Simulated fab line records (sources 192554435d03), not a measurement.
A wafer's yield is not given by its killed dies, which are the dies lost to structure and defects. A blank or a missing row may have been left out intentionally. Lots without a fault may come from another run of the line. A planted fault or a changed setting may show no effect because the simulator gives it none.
Chamber matching :: flow n5_finfet :: N5_BEOL_M7_STRIP_67 on rie_diel-03 has 4 sister chambers
The step strips in CF4. 20 wafers are shown with their chamber, then 10 later ones without.

## WAFERS PAIRED WITH THEIR CHAMBERS
wafer: L074.1
chamber: 0
oes_product_au (a.u.): 0.80
drypump_motor_current_A (A): 5.5
showerhead_plenum_p_Torr (Torr): 1.81

wafer: L074.2
chamber: 1
oes_product_au (a.u.): 0.80
drypump_motor_current_A (A): 5.4
showerhead_plenum_p_Torr (Torr): 1.80

wafer: L074.3
chamber: 3
oes_product_au (a.u.): 0.70
drypump_motor_current_A (A): 5.3
showerhead_plenum_p_Torr (Torr): 1.78

wafer: L076.1
chamber: 0
oes_product_au (a.u.): 0.80
drypump_motor_current_A (A): 5.5
showerhead_plenum_p_Torr (Torr): 1.80

wafer: L076.2
chamber: 2
oes_product_au (a.u.): 0.93
drypump_motor_current_A (A): 4.8
showerhead_plenum_p_Torr (Torr): 1.83

wafer: L076.4
chamber: 3
oes_product_au (a.u.): 0.70
drypump_motor_current_A (A): 5.4
showerhead_plenum_p_Torr (Torr): 1.78

wafer: L080.2
chamber: 2
oes_product_au (a.u.): 0.91
drypump_motor_current_A (A): 4.8
showerhead_plenum_p_Torr (Torr): 1.83

wafer: L080.5
chamber: 2
oes_product_au (a.u.): 0.91
drypump_motor_current_A (A): 4.9
showerhead_plenum_p_Torr (Torr): 1.83

wafer: L080.6
chamber: 1
oes_product_au (a.u.): 0.80
drypump_motor_current_A (A): 5.4
showerhead_plenum_p_Torr (Torr): 1.80

wafer: L086.2
chamber: 0
oes_product_au (a.u.): 0.78
drypump_motor_current_A (A): 5.5
showerhead_plenum_p_Torr (Torr): 1.80

wafer: L086.5
chamber: 0
oes_product_au (a.u.): 0.78
drypump_motor_current_A (A): 5.6
showerhead_plenum_p_Torr (Torr): 1.80

wafer: L086.6
chamber: 1
oes_product_au (a.u.): 0.78
drypump_motor_current_A (A): 5.4
showerhead_plenum_p_Torr (Torr): 1.79

wafer: L085.3
chamber: 3
oes_product_au (a.u.): 0.70
drypump_motor_current_A (A): 5.4
showerhead_plenum_p_Torr (Torr): 1.77

wafer: L085.4
chamber: 1
oes_product_au (a.u.): 0.79
drypump_motor_current_A (A): 5.4
showerhead_plenum_p_Torr (Torr): 1.79

wafer: L085.5
chamber: 3
oes_product_au (a.u.): 0.70
drypump_motor_current_A (A): 5.3
showerhead_plenum_p_Torr (Torr): 1.77

wafer: L087.3
chamber: 3
oes_product_au (a.u.): 0.69
drypump_motor_current_A (A): 5.3
showerhead_plenum_p_Torr (Torr): 1.77

wafer: L087.5
chamber: 3
oes_product_au (a.u.): 0.69
drypump_motor_current_A (A): 5.3
showerhead_plenum_p_Torr (Torr): 1.77

wafer: L087.6
chamber: 2
oes_product_au (a.u.): 0.89
drypump_motor_current_A (A): 4.8
showerhead_plenum_p_Torr (Torr): 1.83

wafer: L089.1
chamber: 3
oes_product_au (a.u.): 0.69
drypump_motor_current_A (A): 5.4
showerhead_plenum_p_Torr (Torr): 1.77

wafer: L089.3
chamber: 1
oes_product_au (a.u.): 0.78
drypump_motor_current_A (A): 5.4
showerhead_plenum_p_Torr (Torr): 1.79

SIGNATURES (means of the wafers above)
reading: oes_product_au
chamber 0: 0.7900
chamber 1: 0.7900
chamber 2: 0.9100
chamber 3: 0.6957
scatter within a chamber: 0.0105

reading: drypump_motor_current_A
chamber 0: 5.525
chamber 1: 5.400
chamber 2: 4.825
chamber 3: 5.343
scatter within a chamber: 0.0448

reading: showerhead_plenum_p_Torr
chamber 0: 1.8025
chamber 1: 1.7940
chamber 2: 1.8300
chamber 3: 1.7729
scatter within a chamber: 0.0046
Rule: a wafer's distance from a chamber is the root of the sum, over the readings, of the square of ((its reading less the chamber's mean) divided by the reading's scatter). If the next closest chamber is less than 2 further off than the closest, the wafer can't be placed; otherwise it belongs to the closest. The scatter: take each reading less its chamber's mean, square it, sum over the shown wafers, divide by the number of wafers less the number of chambers, and take the root.

## WAFERS WITHOUT THEIR CHAMBER
wafer: L089.6
oes_product_au (a.u.): 0.77
drypump_motor_current_A (A): 5.5
showerhead_plenum_p_Torr (Torr): 1.80

wafer: L090.1
oes_product_au (a.u.): 0.78
drypump_motor_current_A (A): 5.4
showerhead_plenum_p_Torr (Torr): 1.79

wafer: L090.3
oes_product_au (a.u.): 0.67
drypump_motor_current_A (A): 5.4
showerhead_plenum_p_Torr (Torr): 1.77

wafer: L090.5
oes_product_au (a.u.): 0.87
drypump_motor_current_A (A): 4.8
showerhead_plenum_p_Torr (Torr): 1.83

wafer: L092.1
oes_product_au (a.u.): 0.77
drypump_motor_current_A (A): 5.6
showerhead_plenum_p_Torr (Torr): 1.80

wafer: L092.2
oes_product_au (a.u.): 0.88
drypump_motor_current_A (A): 4.8
showerhead_plenum_p_Torr (Torr): 1.83

wafer: L092.3
oes_product_au (a.u.): 0.68
drypump_motor_current_A (A): 5.4
showerhead_plenum_p_Torr (Torr): 1.77

wafer: L097.3
oes_product_au (a.u.): 0.76
drypump_motor_current_A (A): 5.5
showerhead_plenum_p_Torr (Torr): 1.79

wafer: L097.4
oes_product_au (a.u.): 0.76
drypump_motor_current_A (A): 5.4
showerhead_plenum_p_Torr (Torr): 1.79

wafer: L097.5
oes_product_au (a.u.): 0.86
drypump_motor_current_A (A): 4.8
showerhead_plenum_p_Torr (Torr): 1.82

## EACH ONE'S CHAMBER
wafer: L089.6
from the rows above: can't be placed: 0 or 1
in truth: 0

wafer: L090.1
from the rows above: 1
in truth: 1

wafer: L090.3
from the rows above: 3
in truth: 3

wafer: L090.5
from the rows above: 2
in truth: 2

wafer: L092.1
from the rows above: 0
in truth: 0

wafer: L092.2
from the rows above: 2
in truth: 2

wafer: L092.3
from the rows above: 3
in truth: 3

wafer: L097.3
from the rows above: can't be placed: 1 or 0
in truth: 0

wafer: L097.4
from the rows above: can't be placed: 1 or 0
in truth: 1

wafer: L097.5
from the rows above: 2
in truth: 2
Placed correctly: 7 of 10. Can't be placed from these rows: 3 (the true chamber is among the candidates in 3). 0 placed wrongly.
